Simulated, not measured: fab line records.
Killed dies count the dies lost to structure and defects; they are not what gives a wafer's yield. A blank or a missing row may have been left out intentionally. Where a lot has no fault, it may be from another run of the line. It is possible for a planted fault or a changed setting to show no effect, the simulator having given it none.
fab line records ; flow nand_harc
[record] lots = 5; wafers = 15; last_day = 33
route steps=1302 shown P_ZERO_WELL@29 END@1302
lots that met no fault: taken from a fault-free run of the same line
start_h: start of the lot's first displayed wafer, in hours after the record's first day ; wait_h: how many hours have passed since the lot's step before this one ; " unchanged from the row above ; L1.1+2: a row that stands for several wafers ; - no value present, or no start provided ; * or withheld: withheld ; < > ~ a bound
route shown NAME@n: a module of which the file shows steps, and the number in the route of the first ; usual: average and standard deviation across the fault-free wafers ; same: alike in all rows ; chamber/n: place in a boat ; sites: the reading at each site ; _std_site: the values' standard deviation ; _edge_site: inner sites' mean taken away from outer sites' mean ; radius_mm: how far each site lies from the wafer's centre ; mask NAME#n: copy n ; behind: tool/chamber where the wafer was last shaped ; hold: why the lot went on hold/how many hours it stayed there/how the hold came to an end ; device: transistor that didn't switch, given as n, p or np ; end of line: the tests these same wafers got at the end of their route ; a step without rows: its recipe alone ; killed: dies that structure and defects cost at the first sort, which is not the same as the wafer's yield ; map: a wafer's dies, marking killed ones x, the rest . and places with no die _
set.NAME: the setting that was run; set.NAME@STEP: the one run at that earlier step ; model.NAME: the simulator's own value behind a step, which no gauge read
certain route steps with their lots: each step a table, each wafer a row
services: when a tool's chamber went out of use (start_h, in hours from the record's first day, below 0 if earlier), for how many hours, and the reason
[[steps]]
[step NHARC_P_ZERO_WELL_CD_MEAS_24]
[recipe] target_cd_nm = 720; landing_energy_ev = 500
[usual] cd_nm = 719.6/2.5
lot.wafer;tool;chamber;start_h;wait_h;cd_nm
L391.1;cd_sem-01;0;82.48;-;715.5
L391.3;cd_sem-01;0;82.48;-;717.7
L391.6;cd_sem-01;0;82.48;-;719.0
L393.1;cd_sem-03;0;102.69;-;720.1
L393.3;cd_sem-03;0;102.69;-;716.8
L393.4;cd_sem-03;0;102.69;-;721.2
L399.2;cd_sem-02;0;162.77;-;718.9
L399.4;cd_sem-02;0;162.77;-;723.5
L399.5;cd_sem-02;0;162.77;-;724.3
L405.1;cd_sem-02;0;222.64;-;714.4
L405.2;cd_sem-02;0;222.64;-;721.2
L405.5;cd_sem-02;0;222.64;-;718.0
L408.2;cd_sem-03;0;252.61;-;715.3
L408.4;cd_sem-03;0;252.61;-;718.2
L408.5;cd_sem-03;0;252.61;-;715.7
[step NHARC_P_ZERO_WELL_HARDBAKE_25]
[recipe] temp_c = 125; time_s = 80
[step NHARC_P_ZERO_WELL_DESCUM_26]
[recipe] time_s = 3; o2_flow_sccm = 200; ar_flow_sccm = 0; bias_power_w = 0; chemistry = O2
[usual] drypump_motor_current_A = 5.9/0.52; oes_product_au = 1.000/0.012; rf_vpp_V = 57.7/0.9; showerhead_plenum_p_Torr = 1.90/0.083; throttle_valve_pct = 11.311/0.0083
lot.wafer;tool;chamber;start_h;wait_h;drypump_motor_current_A;oes_product_au;rf_hours_counter_h;rf_vpp_V;showerhead_plenum_p_Torr;throttle_valve_pct
L391.1;rie_diel-10;0;82.64;-;6.1;0.986;1;57.5;1.82;11.320
L391.3;rie_diel-10;1;82.64;-;5.2;1.006;1;59.5;2.02;11.312
L391.6;rie_diel-10;1;82.64;-;5.2;1.009;-;58.3;2.02;11.331
L393.3;rie_diel-04;0;102.86;-;5.3;1.013;26;58.3;1.82;11.312
L393.4;rie_diel-04;1;102.86;-;6.6;0.997;26;56.2;1.99;11.311
L393.1;rie_diel-04;2;102.86;-;5.8;1.003;28;57.5;1.82;11.308
L399.4;rie_diel-05;0;162.93;-;5.8;0.997;31;57.0;1.97;11.315
L399.2;rie_diel-05;2;162.93;-;5.6;0.999;36;57.2;1.90;11.317
L399.5;rie_diel-05;1;162.93;-;5.1;1.000;-;57.3;1.88;11.305
L405.2;rie_diel-04;1;222.82;-;6.6;1.002;11;58.1;1.98;11.310
L405.1;rie_diel-04;2;222.82;-;5.8;1.026;13;55.8;1.81;11.316
L405.5;rie_diel-04;0;222.82;-;5.3;1.009;-;56.0;1.81;11.315
L408.2;rie_diel-04;0;252.78;-;5.3;1.028;18;57.8;1.81;11.319
L408.4;rie_diel-04;2;252.78;-;5.7;0.999;18;56.1;1.81;11.339
L408.5;rie_diel-04;0;252.78;-;5.3;1.019;-;57.0;1.81;11.321
[step NHARC_P_ZERO_WELL_IMPLANT_27]
[recipe] energy_kev = 600; dose_cm2 = 1e+13; tilt_deg = 7
[step NHARC_P_ZERO_WELL_IMPLANT_57]
[recipe] energy_kev = 250; dose_cm2 = 4e+12; tilt_deg = 7
[step NHARC_P_ZERO_WELL_IMPLANT_58]
[recipe] energy_kev = 100; dose_cm2 = 2e+12; tilt_deg = 7
[step NHARC_P_ZERO_WELL_STRIP_28]
[recipe] time_s = 840; temp_c = 130; chemistry = SPM
[step NHARC_P_ZERO_WELL_DEHYDRATE_29]
[recipe] temp_c = 150; time_s = 120
[step NHARC_P_ZERO_WELL_HMDS_30]
[recipe] time_s = 30
[step NHARC_P_ZERO_WELL_COAT_31]
[recipe] spin_rpm = withheld
[step NHARC_P_ZERO_WELL_SOFTBAKE_32]
[recipe] temp_c = 122; time_s = 95
[step NHARC_P_ZERO_WELL_EBR_33]
[step NHARC_P_ZERO_WELL_EXPOSE_34]
[recipe] na = 0.6; target_cd_nm = 720; dose_mj = 22.31; mask_id = P_PWELL
lot.wafer;tool;chamber;start_h;wait_h;mask
L391.1+3+6;krf_scanner-02;0;83.96;-;P_PWELL#0
L393.1+3+4;krf_scanner-02;0;104.17;-;P_NWELL#0
L399.2+4+5;krf_scanner-01;0;164.26;-;P_PWELL#0
L405.1+2+5;krf_scanner-02;0;224.00;-;P_PWELL#0
L408.2+4+5;krf_scanner-04;0;253.97;-;P_PWELL#0
[step NHARC_P_ZERO_WELL_PEB_35]
[recipe] peb_temp_c = 118; peb_time_s = 85
[step NHARC_P_ZERO_WELL_DEVELOP_36]
[recipe] time_s = 70
[step NHARC_P_ZERO_WELL_CD_MEAS_37]
[recipe] target_cd_nm = 720; landing_energy_ev = 500
[usual] cd_nm = 720.0/1.8
lot.wafer;tool;chamber;start_h;wait_h;cd_nm
L391.1;cd_sem-02;0;84.12;-;723.1
L391.3;cd_sem-02;0;84.12;-;717.9
L391.6;cd_sem-02;0;84.12;-;721.3
L393.1;cd_sem-02;0;104.34;-;-
L393.3;cd_sem-02;0;104.34;-;-
L393.4;cd_sem-02;0;104.34;-;-
L399.2;cd_sem-02;0;164.42;-;724.4
L399.4;cd_sem-02;0;164.42;-;722.3
L399.5;cd_sem-02;0;164.42;-;716.3
L405.1;cd_sem-02;0;224.16;-;719.3
L405.2;cd_sem-02;0;224.16;-;721.6
L405.5;cd_sem-02;0;224.16;-;716.6
L408.2;cd_sem-02;0;254.12;-;723.2
L408.4;cd_sem-02;0;254.12;-;720.0
L408.5;cd_sem-02;0;254.12;-;719.6
[step NHARC_P_ZERO_WELL_HARDBAKE_38]
[recipe] temp_c = 125; time_s = 80
[step NHARC_END_SORT_01]
[recipe] temp_c = 25
[usual] killed_at_array = 52/17; killed_at_other = 1.2/1.4; killed_at_periphery = 4.7/2.9; killed_dies = 58/17; killed_open = 3.2/1.9; killed_short = 2.4/1.4
[same] gross_dies = 677
lot.wafer;tool;chamber;start_h;wait_h;killed_at_array;killed_at_other;killed_at_periphery;killed_dies;killed_open;killed_short
L393.1;prober-02;0;642.83;2.5;79;1;597;677;5;4
L393.3;prober-02;0;644.43;3.1;38;0;639;677;3;1
L393.4;prober-02;0;645.23;3.4;96;0;581;677;1;5
// killed by level:class
L393.1 P_ZERO_WELL:area_expose=592 A_CHANNEL_HOLE_D2:chamber_film_flake=29 A_CHANNEL_HOLE_D1:chamber_film_flake=19 A_SLIT:chamber_film_flake=17 A_CONTACT:chamber_film_flake=5 P_GATE:chamber_film_flake=4 A_ONON_D1:geometric_particle:short=2 A_ONON_D2:geometric_particle:open=2
L393.3 P_ZERO_WELL:area_expose=637 A_SLIT:chamber_film_flake=13 A_CHANNEL_HOLE_D2:chamber_film_flake=12 A_CHANNEL_HOLE_D1:chamber_film_flake=6 A_DECK1_JOINT:chamber_film_flake=2 A_CHANNEL_FILL_D2:chamber_film_flake=2 P_M0:geometric_particle:open=1 A_SOURCE_PLATE:geometric_particle:short=1
L393.4 P_ZERO_WELL:area_expose=577 A_SLIT:chamber_film_flake=41 A_CHANNEL_HOLE_D2:chamber_film_flake=24 A_CHANNEL_HOLE_D1:chamber_film_flake=19 A_CONTACT:chamber_film_flake=3 A_DECK1_JOINT:chamber_film_flake=2 P_CONTACT:geometric_particle:short=1 A_ONON_D2:geometric_particle:short=1
// map L393.1 (x killed, . not)
____________x____________
_________xxxxxxx_________
_______xxxxxxxxxxx_______
______xxxxxxxxxxxxx______
_____xxxxxxxxxxxxxxx_____
____xxxxxxxxxxxxxxxxx____
____xxxxxxxxxxxxxxxxx____
___xxxxxxxxxxxxxxxxxxx___
___xxxxxxxxxxxxxxxxxxx___
__xxxxxxxxxxxxxxxxxxxxx__
__xxxxxxxxxxxxxxxxxxxxx__
_xxxxxxxxxxxxxxxxxxxxxxx_
_xxxxxxxxxxxxxxxxxxxxxxx_
_xxxxxxxxxxxxxxxxxxxxxxx_
_xxxxxxxxxxxxxxxxxxxxxxx_
_xxxxxxxxxxxxxxxxxxxxxxx_
xxxxxxxxxxxxxxxxxxxxxxxxx
xxxxxxxxxxxxxxxxxxxxxxxxx
xxxxxxxxxxxxxxxxxxxxxxxxx
xxxxxxxxxxxxxxxxxxxxxxxxx
xxxxxxxxxxxxxxxxxxxxxxxxx
_xxxxxxxxxxxxxxxxxxxxxxx_
_xxxxxxxxxxxxxxxxxxxxxxx_
_xxxxxxxxxxxxxxxxxxxxxxx_
_xxxxxxxxxxxxxxxxxxxxxxx_
_xxxxxxxxxxxxxxxxxxxxxxx_
__xxxxxxxxxxxxxxxxxxxxx__
__xxxxxxxxxxxxxxxxxxxxx__
___xxxxxxxxxxxxxxxxxxx___
___xxxxxxxxxxxxxxxxxxx___
____xxxxxxxxxxxxxxxxx____
____xxxxxxxxxxxxxxxxx____
_____xxxxxxxxxxxxxxx_____
______xxxxxxxxxxxxx______
_______xxxxxxxxxxx_______
_________xxxxxxx_________
____________x____________
// map L405.1 (x killed, . not)
____________.____________
_________......._________
_______..........._______
______.............______
_____......x........_____
____.................____
____.................____
___...................___
___...................___
__..................x..__
__x..................x.__
_.........xx............_
_........x.............._
_....x....x.xxx........._
_........xxxxx.........._
_...x....xx.x.x........._
.........xxx.x.x.........
.........xxxxx...........
.x.......xxxxx...........
..x.......x...x...x......
.........x.xx.x.....x....
_....................x.._
_...x......xx..........._
_....................x.._
_......................._
_......................._
__.....................__
__.....................__
___................x..___
___.......x....x.....x___
____....x......xx.x..____
____........x..xx....____
_____......x.x.xxx.._____
______........xxx..______
_______....x.xxxxx_______
_________..xxx.x_________
____________.____________
[[services]]
tool;chamber;start_h;hours;kind
rie_diel-04;0;59.66;-;clean
rie_diel-04;1;59.66;-;clean
rie_diel-04;2;59.66;-;clean
rie_diel-04;3;59.66;-;clean
rie_diel-05;1;62.95;3.4;repair
rie_diel-05;0;67.42;4.4;repair
rie_diel-10;-;67.62;9.0;pm
rie_diel-05;-;77.63;0.2;repair
rie_diel-05;3;83.81;2.4;repair
krf_scanner-02;-;94.00;4.0;pm
krf_scanner-04;-;100.84;0.2;repair
krf_scanner-01;-;115.96;1.7;repair
krf_scanner-01;-;119.15;0.5;repair
krf_scanner-02;-;129.66;3.4;repair
krf_scanner-01;-;133.53;3.1;repair
krf_scanner-01;-;140.00;4.0;pm
rie_diel-05;2;151.25;8.9;repair
krf_scanner-01;-;156.86;1.2;repair
rie_diel-04;-;178.68;9.0;pm
krf_scanner-04;-;182.01;4.0;pm
krf_scanner-02;-;193.67;0.4;repair
krf_scanner-04;-;221.44;0.4;repair
rie_diel-05;-;231.94;9.0;pm
rie_diel-10;-;244.86;9.0;pm
[[key]]
[first_sign] step = NHARC_P_ZERO_WELL_EXPOSE_34; reading = mask; direction = changed
[effect] step = NHARC_P_ZERO_WELL_CD_MEAS_37; reading = cd_nm; direction = missing
[effect] step = NHARC_END_SORT_01; reading = killed_at_periphery; direction = up; sigmas = 99+; usual = 4.7; struck = 605.7
[more_kills_born_at] NHARC_P_ZERO_WELL_EXPOSE_34@krf_scanner-02 = 1806
met_at NHARC_P_ZERO_WELL_EXPOSE_34
struck_wafers L393.1,L393.3,L393.4
later_rows_left_out L393.1,L393.3,L393.4
tester_left_out L393
onset_between 83.96 104.17
[fault] kind = wrong_mask; tool = any; chamber = -; onset_h = 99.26; steps = NHARC_P_ZERO_WELL_EXPOSE_34; aux_copy = P_NWELL#0; scope = struck_lots_only
// tester_left_out: of these lots the tester's yield and bins aren't shown, on N5 and GAA mostly nor the transistor test; their killed dies are dies lost to structure and defects alone, not to doping, threshold or leakage, so they don't give the yield
// later_rows_left_out: the simulator's readings of these wafers behind a module that went badly wrong aren't trusted and aren't shown, but for the sort
